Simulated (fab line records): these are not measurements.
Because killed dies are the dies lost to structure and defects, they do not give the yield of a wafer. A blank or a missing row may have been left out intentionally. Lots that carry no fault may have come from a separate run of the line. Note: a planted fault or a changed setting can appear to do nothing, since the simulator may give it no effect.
A lot that was struck, set against a sound lot || flow n5 finfet || 44 out of 1938 route steps
Sound: these wafers, L344.2, L344.5, L344.6. Struck: wafers L346.1, L346.2. (L346.6 of the same lot was not struck and is left out.) The cause comes at the end.
For every step that has rows: the tool of each side, followed by ch and its chambers, followed by its first start. Under that, the readings that differ: sound wafers || struck wafers || difference of the means || sigmas: that difference in standard deviations of wafers without a fault.
alike: words and numbers the same on both sides, and readings whose means are apart by under 2 such deviations; not compared: readings that were withheld, readings missing a value for some wafer, numbers with overlapping values and no deviation given by the record, and bounds like >300 which may hide the same value.
The two part at a step that has a row with sigmas, a row that says differs or no value, or rows on one side only. Numbers that don't overlap but have no deviation are shown without sigmas and don't part them. A reading missing from all wafers of one side parts the sides only when that side holds two or more wafers.

N5_BEOL_M10_SPUTTER_48: material Cu, target thk 12 nm, time 2 s.
  struck on pvd sputter-01, day 14 12:57; sound on pvd sputter-03, day 13 03:29
{"reading": "chuck sensor temp C (C)", "sound": "-16.9 -16.2 -16.8", "struck": "-15.0 -15.9", "difference": "+1.2", "sigmas": "+3"}
  alike: susceptor temp C, throttle valve pct
then, 3 steps without rows for these wafers: N5_BEOL_M10_ECD_50 (material Cu, target thk 318 nm); N5_BEOL_M10_ANNEAL_51 (time 90 s); N5_BEOL_M10_CMP_52 (polishes, stops on SiCOH lowk, t overpolish 7 s, target thk 140 nm).
N5_BEOL_M10_THK_MEAS_53: measures by xrf.
  struck on film metro-01, day 14 13:57; sound on film metro-01, day 13 04:19
  alike: M10_THK
then, 2 steps without rows for these wafers: N5_BEOL_M10_PRE_CLEAN_55 (time 15 s); N5_BEOL_M10_DEP_56 (deposits SiCN from 3MS/NH3, target thk 15 nm, time 26.5 s).
N5_BEOL_M10_RS_MEAS_57: measurement is done with a four-point probe.
  struck on film metro-01, day 14 14:05; sound on film metro-01, day 13 04:27
  alike: M10_RS
N5_BEOL_M10_INSPECT_58: inspects for defects (darkfield).
  struck on defect inspect-02, day 14 14:07; sound on defect inspect-01, day 13 04:28
  alike: raw defect count
N5_BEOL_M11_ILD_DEP_00: deposits SiCOH lowk from DEMS/porogen, target thk 308.51 nm, time 58 s.
  sound on pecvd-04 ch 1,2, day 13 04:31; struck on pecvd-02 ch 0,2, day 14 14:09
  alike: heater power w, showerhead plenum p Torr, susceptor temp C, throttle valve pct
N5_BEOL_M11_CURE_71: cures SiCOH lowk, time 240 s.
  sound on uv cure-01 ch 2, day 13 04:41; struck on uv cure-02 ch 0, day 14 14:14
  alike: lamp power pct, wafer_temp_C_max
N5_BEOL_M11_THK_MEAS_01:
  struck on film metro-01, day 14 14:44; sound on film metro-01, day 13 05:07
{"reading": "M11_ILD_THK (nm)", "sound": "273 275 276", "struck": "269 262", "difference": -9, "sigmas": -2}
N5_BEOL_M11_PECVD_70: deposits SiO2 from TEOS/O2, target thk 20 nm, time 22.7 s.
  sound on pecvd-02 ch 1,2, day 13 05:09; struck on pecvd-02 ch 0,2, day 14 14:47
{"reading": "model.SiO2_of_BEOL_M11_PECVD_70.thk nm (nm)", "sound": "19.4 19.4 20.2", "struck": "21.2 21.2", "difference": "+1.5", "sigmas": ""}
  alike: heater power w, showerhead plenum p Torr, susceptor temp C, throttle valve pct
N5_BEOL_M11_HM_DEP_02: deposits TiN, target thk 20 nm.
  struck on pvd sputter-02, day 14 16:58; sound on pvd sputter-03, day 13 05:31
  alike: susceptor temp C, throttle valve pct
then, 8 steps without rows for these wafers: N5_BEOL_M11_COAT_59 (time 60 s, resist thk 100 nm); N5_BEOL_M11_COAT_60 (time 60 s, resist thk 30 nm); N5_BEOL_M11_COAT_05 (resist thk 90 nm); N5_BEOL_M11_EBR_07; N5_BEOL_M11_SOFTBAKE_06 (time 60 s); N5_BEOL_M11_EXPOSE_08 (exposes mask M11); N5_BEOL_M11_PEB_09 (peb time 60 s); N5_BEOL_M11_DEVELOP_10 (develop time 30 s).
N5_BEOL_M11_CD_MEAS_11: the cd target is 64.1 nm.
  sound on cd sem-02 ch 0, day 13 05:53; struck on cd sem-03 ch 0, day 14 17:21
  alike: cd nm
N5_BEOL_M11_OVL_MEAS_12:
  sound on overlay-01 ch 0, day 13 05:55; struck on overlay-02 ch 0, day 14 17:23
  alike: M11_OVL
N5_BEOL_M11_INSPECT_13: inspects for defects (brightfield).
  struck on defect inspect-01, day 14 17:24; sound on defect inspect-01, day 13 05:56
  alike: raw defect count
then, 2 steps without rows for these wafers: N5_BEOL_M11_DESCUM_16 (chemistry O2, time 7.9 s); N5_BEOL_M11_ETCH_61 (etches SiARC in CF4, target depth 39 nm, time 65 s).
N5_BEOL_M11_ETCH_62: etches SOC in N2/H2, target depth 110 nm, overetch 22 nm, time 165 s.
  sound on rie diel-01 ch 0,1,3, day 13 06:04; struck on rie diel-02 ch 1,3, day 14 17:31
  alike: drypump motor current A, oes product au, rf vpp V, showerhead plenum p Torr, throttle valve pct
  not compared: rf hours counter h
then, 4 steps without rows for these wafers: N5_BEOL_M11_STRIP_68 (strips in N2/H2); N5_BEOL_M11_STRIP_67 (strips in CF4); N5_BEOL_M11_HM_OPEN_17 (chemistry Cl2/BCl3, target TiN, target depth 20 nm, overetch 6 nm); N5_BEOL_M11_STRIP_19 (strips in O2).
N5_BEOL_M11_CD_MEAS_18: pitch 140 nm, target cd 70 nm.
  struck on cd sem-02, day 14 17:53; sound on cd sem-01, day 13 06:28
  alike: cd nm
then, 8 steps without rows for these wafers: N5_BEOL_M11_COAT_63 (time 60 s, resist thk 100 nm); N5_BEOL_M11_COAT_64 (time 60 s, resist thk 30 nm); N5_BEOL_M11_COAT_22 (resist thk 90 nm); N5_BEOL_M11_EBR_24; N5_BEOL_M11_SOFTBAKE_23 (time 60 s); N5_BEOL_M11_EXPOSE_25 (exposes mask V10); N5_BEOL_M11_PEB_26 (peb time 60 s); N5_BEOL_M11_DEVELOP_27 (develop time 30 s).
N5_BEOL_M11_CD_MEAS_28: the cd target is 70 nm.
  sound on cd sem-01 ch 0, day 13 07:26; struck on cd sem-03 ch 0, day 14 20:08
  alike: cd nm
N5_BEOL_M11_HM_STRIP_39: strips TiN in peroxide tin strip, target depth 25 nm, time 158 s.
  sound on wet bench-05 ch 1,4,6, day 13 08:25; struck on wet bench-02 ch 2,3, day 14 21:03
{"reading": "model.SiO2_of_BEOL_M11_PECVD_70.thk nm (nm)", "sound": "19.4 19.2 20", "struck": "21 21", "difference": "+1", "sigmas": ""}
next, for these wafers, 1 step has no rows: N5_PASSIVATION_PROBE_49.

## WHERE THEY PART
Last at N5_BEOL_M11_THK_MEAS_01 as far as this record goes, first at N5_BEOL_M10_SPUTTER_48. Later steps at which nothing parts them and some readings are alike: N5_BEOL_M11_PECVD_70, N5_BEOL_M11_HM_DEP_02, N5_BEOL_M11_CD_MEAS_11, N5_BEOL_M11_OVL_MEAS_12, N5_BEOL_M11_INSPECT_13, N5_BEOL_M11_ETCH_62, N5_BEOL_M11_CD_MEAS_18, N5_BEOL_M11_CD_MEAS_28.

WHY: whatever the simulator had introduced
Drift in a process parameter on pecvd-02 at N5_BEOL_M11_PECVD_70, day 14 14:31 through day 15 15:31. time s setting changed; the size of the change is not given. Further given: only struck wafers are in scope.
